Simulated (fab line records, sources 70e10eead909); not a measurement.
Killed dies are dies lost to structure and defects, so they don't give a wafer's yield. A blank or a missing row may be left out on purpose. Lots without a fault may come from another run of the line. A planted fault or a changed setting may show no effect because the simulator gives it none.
fab line records | flow nand_harc | part 2 of 2: steps 28 to 39 of 39
record lots=5 wafers=15 last_day=23
route steps=1159 shown P_CONTACT@251 P_M0@253 P_M1@285
lots that met no fault: from a run of the same line without faults
start_h: hours from the record's first day to the start of the lot's first wafer shown | wait_h: hours since the lot's step before | " the same as in the row above | L1.1+2: a row that stands for several wafers | - no value, or no start given | * or withheld: withheld | < > ~ a bound
route shown NAME@n: a module of which the file shows steps, and the number in the route of the first | usual: mean/standard deviation of fault-free wafers | same: alike in all rows | chamber/n: place in a boat | sites: the reading at each site | _std_site: their standard deviation | _edge_site: outer sites' mean less inner sites' | radius_mm: how far each site lies from the wafer's centre | mask NAME#n: copy n | behind: the tool/chamber that last shaped the wafer | hold: why the lot was held/for how many hours/how that ended | device: the transistor (n, p or np) that didn't switch | end of line: the same wafers' tests at the end of the route | a step without rows: its recipe alone | killed: dies lost to structure and defects at the first sort, not the wafer's yield | map: a wafer's dies, x killed, . not, _ none there
set.NAME: the setting as run; set.NAME@STEP: as run at that earlier step | model.NAME: the simulator's own value behind a step, which no gauge read
lots at some steps of the route; a table a step, a row a wafer
services: from which hour (start_h, from the record's first day; less than 0 if before it) a tool's chamber was out of use, for how many hours, and why
## steps
# step NHARC_P_M0_CMP_23
# recipe t_overpolish_s=20 target_thk_nm=117.53
# usual motor_current_A=11.9/1.3 time_to_endpoint_s=28.9/2.5
# columns lot.wafer tool chamber start_h wait_h motor_current_A time_to_endpoint_s
L080.2 cmp-01 2 162.25 - 11.4 29.9
L080.1 " 0 " " 11.3 28.7
L080.5 " 2 " " 10.5 30.1
L084.1 cmp-03 3 180.91 - 11.4 32.9
L084.5 " 0 " " 11.7 27.3
L084.6 " 1 " " 11.6 30.6
L086.2 cmp-02 1 192.91 - 13.0 29.2
L086.1 " 3 " " 16.6 33.8
L086.6 " 1 " " 12.7 27.0
L092.3 cmp-01 3 224.12 - 13.5 30.5
L092.2 " 1 " " 10.9 27.1
L092.4 " 2 " " 10.5 32.8
L093.1 cmp-03 2 228.46 - 11.4 28.1
L093.4 " 1 " " 12.4 31.2
L093.5 " 3 " " 10.7 30.2
# step NHARC_P_M0_THK_MEAS_24
# recipe thk_meas_gauge=xrf
# usual thk_nm=117.6/1.3
# columns lot.wafer tool chamber start_h wait_h thk_nm
L080.1 film_metro-02 - 162.56 - 118.8
L080.2 " - " " 118.7
L080.5 " - " " 120.8
L084.1 film_metro-01 - 181.14 - 117.8
L084.5 " - " " 115.0
L084.6 " - " " 119.2
L086.1 film_metro-01 - 193.20 - 118.0
L086.2 " - " " 118.7
L086.6 " - " " 118.4
L092.2 film_metro-02 - 224.44 - 118.2
L092.3 " - " " 117.5
L092.4 " - " " 118.3
L093.1 film_metro-02 - 228.78 - 118.1
L093.4 " - " " 114.0
L093.5 " - " " 117.8
# step NHARC_P_M0_SRD_25
# columns lot.wafer tool chamber start_h wait_h
L080.2+5+1 wet_bench-08 1,3,5 162.60 0.0
L084.6+1+5 wet_bench-08 4,6,0 181.18 0.0
L086.6+2+1 wet_bench-08 2,4,5 193.24 0.0
L092.2+4+3 wet_bench-08 3,6,7 224.49 0.0
L093.1+5+4 wet_bench-10 7,1,2 228.83 0.0
# step NHARC_P_M0_INSPECT_27
# usual raw_defect_count=298/110
# columns lot.wafer tool chamber start_h wait_h raw_defect_count
L080.1 defect_inspect-02 - 162.72 0.0 268
L080.2 " - " " 747
L080.5 " - " " 337
L084.1 defect_inspect-02 - 181.29 0.0 215
L084.5 " - " " 238
L084.6 " - " " 195
L086.1 defect_inspect-02 - 193.36 0.0 232
L086.2 " - " " 307
L086.6 " - " " 229
L092.2 defect_inspect-02 - 224.60 0.0 140
L092.3 " - " " 186
L092.4 " - " " 102
L093.1 defect_inspect-01 - 228.93 0.0 278
L093.4 " - " " 204
L093.5 " - " " 320
# step NHARC_P_M0_PRE_CLEAN_31
# recipe time_s=12 temp_c=370 rf_power_w=300 gas=NH3
# usual heater_power_w=615/72 rf_fwd_power_W=292.5/0.85
# columns lot.wafer tool chamber start_h wait_h heater_power_w rf_fwd_power_W
L080.2 pecvd-01 2 162.78 0.1 520 291.8
L080.1 " 1 " " 631 291.4
L080.5 " 2 " " 525 293.3
L084.1 pecvd-04 0 181.39 0.1 599 292.8
L084.5 " 1 " " 687 292.7
L084.6 " 0 " " 593 293.0
L086.2 pecvd-01 2 193.43 0.1 524 294.1
L086.1 " 1 " " 555 291.9
L086.6 " 1 " " 553 291.4
L092.3 pecvd-04 0 224.68 0.1 672 292.6
L092.2 " 1 " " 652 291.3
L092.4 " 2 " " 595 291.2
L093.1 pecvd-04 0 229.05 0.1 641 292.9
L093.5 " 1 " " 640 292.6
L093.4 " 0 " " 640 291.3
# step NHARC_P_M0_DEP_32
# recipe target_thk_a=300 temp_c=370 target_thk_nm=30 pressure_torr=3 flow_sccm=200 rf_w=450 material=SiCN
# usual heater_power_w=568/71 rf_fwd_power_W=449.0/1.3
# columns lot.wafer tool chamber start_h wait_h heater_power_w rf_fwd_power_W
L080.2 pecvd-01 2 162.86 0.1 489 447.9
L080.1 " 1 " " 607 447.8
L080.5 " 2 " " 481 448.5
L084.1 pecvd-04 0 181.52 0.1 644 446.9
L084.5 " 1 " " 666 449.0
L084.6 " 0 " " 661 448.1
L086.2 pecvd-01 2 193.51 0.1 463 448.8
L086.1 " 1 " " 607 449.2
L086.6 " 1 " " 610 448.8
L092.3 pecvd-04 0 224.79 0.1 650 449.1
L092.2 " 1 " " 616 450.8
L092.4 " 2 " " 510 447.8
L093.1 pecvd-04 0 229.19 0.1 656 449.3
L093.5 " 1 " " 688 447.0
L093.4 " 0 " " 655 447.6
# step NHARC_P_M1_DEP_00
# recipe target_thk_a=1825 target_thk_nm=182.5 temp_c=withheld pressure_torr=5 flow_sccm=200 rf_w=600 material=SiOC
# usual rf_fwd_power_W=598.6/1.7
# columns lot.wafer tool chamber start_h wait_h rf_fwd_power_W
L080.1 pecvd-04 2 163.27 - 597.7
L080.2 " 0 " " 599.7
L080.5 " 0 " " 598.7
L084.1 pecvd-02 0 181.94 - 598.8
L084.6 " 2 " " 599.2
L084.5 " 0 " " 599.2
L086.1 pecvd-04 1 193.93 - 599.0
L086.2 " 0 " " 597.3
L086.6 " 0 " " 597.8
L092.2 pecvd-04 0 - - 599.5
L092.3 " 1 " " 599.3
L092.4 " 2 " " 599.8
L093.1 pecvd-02 2 229.56 - 599.6
L093.5 " 2 " " 599.4
L093.4 " 0 " " 600.0
# step NHARC_P_M1_DEHYDRATE_01
# recipe temp_c=150 time_s=120
# usual heater_power_total_W=182.6/1.2
# columns lot.wafer tool chamber start_h wait_h heater_power_total_W
L080.1 litho_track-01 0 163.81 0.5 180.9
L080.2 " 0 " " 183.1
L080.5 " 0 " " 182.2
L084.1 litho_track-01 0 182.25 - 184.5
L084.5 " 0 " " 181.6
L084.6 " 0 " " 183.0
L086.1 litho_track-04 0 194.33 - 184.7
L086.2 " 0 " " 182.0
L086.6 " 0 " " 184.7
L092.2 litho_track-04 0 225.54 - 181.1
L092.3 " 0 " " 181.1
L092.4 " 0 " " 182.7
L093.1 litho_track-04 0 229.92 - 181.6
L093.4 " 0 " " 183.5
L093.5 " 0 " " 181.6
# step NHARC_P_M1_HMDS_02
# recipe time_s=30
# columns lot.wafer tool chamber start_h wait_h
L080.1+2+5 litho_track-01 0 - -
L084.1+5+6 litho_track-01 0 - -
L086.1+2+6 litho_track-04 0 - -
L092.2+3+4 litho_track-04 0 - -
L093.1+4+5 litho_track-04 0 - -
# step NHARC_P_M1_COAT_34
# recipe temp_c=200 time_s=65
# usual heater_power_total_W=386.2/1.3
# columns lot.wafer tool chamber start_h wait_h heater_power_total_W
L080.1 litho_track-01 0 - - 387.4
L080.2 " 0 " " 385.0
L080.5 " 0 " " 387.3
L084.1 litho_track-01 0 - - 386.7
L084.5 " 0 " " 388.0
L084.6 " 0 " " 387.7
L086.1 litho_track-04 0 - - 387.5
L086.2 " 0 " " 387.4
L086.6 " 0 " " 386.1
L092.2 litho_track-04 0 - - 384.2
L092.3 " 0 " " 385.5
L092.4 " 0 " " 384.6
L093.1 litho_track-04 0 - - 387.6
L093.4 " 0 " " 386.2
L093.5 " 0 " " 384.8
# step NHARC_P_M1_COAT_03
# recipe spin_rpm=1500 resist_thk_nm=90
# columns lot.wafer tool chamber start_h wait_h
L080.1+2+5 litho_track-01 0 - -
L084.1+5+6 litho_track-01 0 - -
L086.1+2+6 litho_track-04 0 - -
L092.2+3+4 litho_track-04 0 - -
L093.1+4+5 litho_track-04 0 - -
# step NHARC_P_M1_SOFTBAKE_04
# recipe temp_c=105 time_s=55
# usual heater_power_total_W=188.48/0.14
# columns lot.wafer tool chamber start_h wait_h heater_power_total_W
L080.1 litho_track-01 0 - - 188.47
L080.2 " 0 " " 188.47
L080.5 " 0 " " 188.39
L084.1 litho_track-01 0 - - 188.56
L084.5 " 0 " " 188.36
L084.6 " 0 " " 188.77
L086.1 litho_track-04 0 - - 188.38
L086.2 " 0 " " 188.63
L086.6 " 0 " " 188.44
L092.2 litho_track-04 0 - - 188.38
L092.3 " 0 " " 188.67
L092.4 " 0 " " 188.47
L093.1 litho_track-04 0 - - 188.66
L093.4 " 0 " " 188.36
L093.5 " 0 " " 188.27
## services
# columns tool chamber start_h hours kind
arfi_scanner-03 - 140.00 4.0 pm
litho_track-04 - 141.00 7.0 pm
pecvd-04 - 146.60 0.6 repair
pecvd-02 - 153.24 13.0 pm
pecvd-01 - 153.33 4.3 repair
cmp-03 - 156.00 4.0 pm
rie_diel-03 1 157.87 9.1 repair
pvd_sputter-01 - 158.00 10.0 pm
rie_diel-05 - 163.60 9.0 pm
ecd_cu-01 - 164.63 4.5 repair
cmp-01 - 169.17 1.0 repair
rie_diel-10 - 176.50 9.0 pm
cmp-03 - 177.76 0.9 repair
arfi_scanner-03 - 179.12 0.5 repair
cmp-01 - 181.72 4.0 pm
pecvd-04 - 195.00 13.0 pm
wet_bench-05 - 196.81 8.0 pm
cmp-03 - 210.26 1.8 repair
rie_diel-05 3 211.44 2.6 repair
cmp-01 - 211.94 1.6 repair
wet_bench-01 - 213.61 8.0 pm
pvd_sputter-02 - 214.04 10.0 pm
rie_diel-03 - 215.30 9.0 pm
pecvd-04 - 218.25 0.7 repair
